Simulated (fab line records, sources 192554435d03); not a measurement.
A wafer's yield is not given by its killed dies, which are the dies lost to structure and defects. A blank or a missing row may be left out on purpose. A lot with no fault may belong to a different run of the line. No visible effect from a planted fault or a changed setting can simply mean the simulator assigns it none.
Matching of chambers | flow n5-finfet | N5_BEOL_M10_CURE_71 on uv-cure-03: 3 sister chambers
The step cures SiCOH lowk, time 240 s. 18 wafers are shown with their chamber, then 9 later ones without.

WAFERS, EACH WITH ITS CHAMBER
wafer  | chamber | wafer_temp_C_max | lamp-power-pct (%)
L079.1 | 0       | 385.4            | 52.30
L079.2 | 0       | 385.7            | 52.21
L079.6 | 0       | 386.1            | 52.20
L081.1 | 0       | 386.1            | 52.43
L081.3 | 0       | 386.0            | 52.35
L081.6 | 0       | 386.3            | 52.39
L083.1 | 1       | 387.5            | 52.33
L083.4 | 1       | 387.5            | 52.29
L083.5 | 1       | 386.9            | 52.27
L084.2 | 0       | 385.7            | 52.40
L084.3 | 0       | 386.1            | 52.25
L084.6 | 0       | 386.1            | 52.31
L086.2 | 2       | 387.6            | 52.32
L086.3 | 2       | 387.3            | 52.24
L086.6 | 2       | 387.3            | 52.40
L092.1 | 2       | 386.9            | 52.35
L092.2 | 2       | 387.4            | 52.30
L092.4 | 2       | 386.8            | 52.38

SIGNATURES (averages over the wafers above)
reading          | chamber 0 | chamber 1 | chamber 2 | scatter within a chamber
wafer_temp_C_max | 385.944   | 387.300   | 387.217   | 0.3
lamp-power-pct   | 52.3156   | 52.2967   | 52.3317   | 0.0706
Rule: a wafer lies at a distance from a chamber equal to the root of the sum of squares, over the readings, of (its reading less the chamber's mean, divided by the reading's scatter). If the next closest chamber is less than 2 further off than the closest, the wafer can't be placed; otherwise it belongs to the closest. The scatter: the root of (the sum of the squares of (reading less its chamber's mean) over the shown wafers, divided by (wafers less chambers)).

WAFERS WITH NO CHAMBER GIVEN
wafer  | wafer_temp_C_max | lamp-power-pct (%)
L095.2 | 388.7            | 52.29
L095.5 | 387.4            | 52.26
L095.6 | 388.5            | 52.31
L096.4 | 387.2            | 52.33
L096.5 | 387.5            | 52.27
L096.6 | 386.9            | 52.33
L097.2 | 386.0            | 52.35
L097.4 | 385.8            | 52.40
L097.6 | 385.9            | 52.43

EACH ONE'S CHAMBER
wafer  | from the rows above     | in truth
L095.2 | can't be placed: 1 or 2 | 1
L095.5 | can't be placed: 1 or 2 | 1
L095.6 | can't be placed: 1 or 2 | 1
L096.4 | can't be placed: 2 or 1 | 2
L096.5 | can't be placed: 1 or 2 | 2
L096.6 | can't be placed: 2 or 1 | 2
L097.2 | 0                       | 0
L097.4 | 0                       | 0
L097.6 | 0                       | 0
Correctly placed: 3 of 9. Not placeable from these rows: 6 (in 6, the candidates include the true chamber). Wrongly placed: 0.
